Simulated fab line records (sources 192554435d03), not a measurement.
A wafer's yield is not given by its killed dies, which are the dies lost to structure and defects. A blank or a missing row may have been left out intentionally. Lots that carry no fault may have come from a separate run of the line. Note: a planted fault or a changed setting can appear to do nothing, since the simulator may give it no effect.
One fault seen from 2 desks || flow n5 finfet || what lay behind the numbers comes last; until then each desk has only its own

== FROM THE METROLOGY DESK ==
What the gauges read, lot by lot, whatever tool the lot ran on: means of the sampled wafers that have a number. If a lot's mean is further than 4 standard deviations from the usual mean, the lot is out of limits and carries the mark OUT (the distance appears in the brackets). Only the readings that lie furthest out on some lot appear, 7 of the 10 it has.
Columns: A = DIBL_N at N5_BEOL_M4_RC_MEAS_101, usual 36.5 mV/V; B = IOFF_P at N5_BEOL_M4_RC_MEAS_101, usual 0.21 nA/um; C = ION_P at N5_BEOL_M4_RC_MEAS_101, usual 460 uA/um; D = SS_N at N5_BEOL_M4_RC_MEAS_101, usual 71.6 mV/dec; E = SS_P at N5_BEOL_M4_RC_MEAS_101, usual 73.4 mV/dec; F = VT_N at N5_BEOL_M4_RC_MEAS_101, usual 249 mV; G = VT_P at N5_BEOL_M4_RC_MEAS_101, usual -250 mV
{"lot": "L373", "first seen here": "day 7 20:03", "A": 35.6, "B": 0.18, "C": 452, "D": 71.8, "E": 73.4, "F": 248, "G": -253}
{"lot": "L374", "first seen here": "day 8 10:22", "A": 36.3, "B": 0.21, "C": 454, "D": 71.8, "E": 74.1, "F": 249, "G": -252}
{"lot": "L375", "first seen here": "day 8 13:14", "A": 35.6, "B": 0.21, "C": 465, "D": 71.6, "E": 73.1, "F": 252, "G": -251}
{"lot": "L377", "first seen here": "day 9 04:07", "A": 36.1, "B": 0.21, "C": 459, "D": 71.0, "E": 73.5, "F": 249, "G": -249}
{"lot": "L381", "first seen here": "day 9 22:53", "A": 36.3, "B": 0.19, "C": 459, "D": 71.6, "E": 72.9, "F": 248, "G": -253}
{"lot": "L383", "first seen here": "day 10 17:23", "A": 36.9, "B": 0.24, "C": 469, "D": 71.7, "E": 73.5, "F": 249, "G": -248}
{"lot": "L384", "first seen here": "day 11 02:14", "A": 38.0, "B": 0.20, "C": 457, "D": 72.2, "E": 74.0, "F": 246, "G": -254}
{"lot": "L387", "first seen here": "day 12 01:44", "A": 36.8, "B": 0.21, "C": 462, "D": 71.4, "E": 73.7, "F": 247, "G": -250}
{"lot": "L392", "first seen here": "day 13 01:34", "A": 35.8, "B": 0.20, "C": 455, "D": 71.5, "E": 74.0, "F": 251, "G": -254}
This desk's verdict: no lot among the 9 shows anything out of limits.

== DESK OF THE TOOL OWNER: ald sin-04 ==
The tool's own readings at N5_MOL_CONTACT_COAG_ALD_133 (deposits SiO2, target thk 5 nm, pulse time 1 s, co reactant pulse time 1 s): means of the sampled wafers that have a number, for each lot that ran on this tool. If a lot's mean is further than 4 standard deviations from the usual mean, the lot is out of limits and carries the mark OUT (the distance appears in the brackets).
Columns: A = heater power w at N5_MOL_CONTACT_COAG_ALD_133, usual 75 W; B = precursor pulse height rel at N5_MOL_CONTACT_COAG_ALD_133, usual 1.002
{"lot": "L375", "first seen here": "day 5 22:42", "A": 77, "B": 0.987}
{"lot": "L377", "first seen here": "day 6 07:12", "A": 68, "B": 0.990}
{"lot": "L381", "first seen here": "day 7 07:39", "A": 72, "B": 0.993}
{"lot": "L383", "first seen here": "day 8 03:32", "A": 78, "B": 0.999}
{"lot": "L384", "first seen here": "day 8 17:04", "A": 76, "B": 0.978}
{"lot": "L387", "first seen here": "day 9 12:53", "A": 78, "B": 0.997}
{"lot": "L392", "first seen here": "day 10 04:19", "A": 76, "B": 1.008}
This desk's verdict: no lot among the 7 shows anything out of limits.

== ALL TOGETHER ==
From the metrology desk's view, nothing was out of limits.
The tool owner's desk saw nothing out of limits.

== WHAT THE SIMULATOR HAD PUT IN ==
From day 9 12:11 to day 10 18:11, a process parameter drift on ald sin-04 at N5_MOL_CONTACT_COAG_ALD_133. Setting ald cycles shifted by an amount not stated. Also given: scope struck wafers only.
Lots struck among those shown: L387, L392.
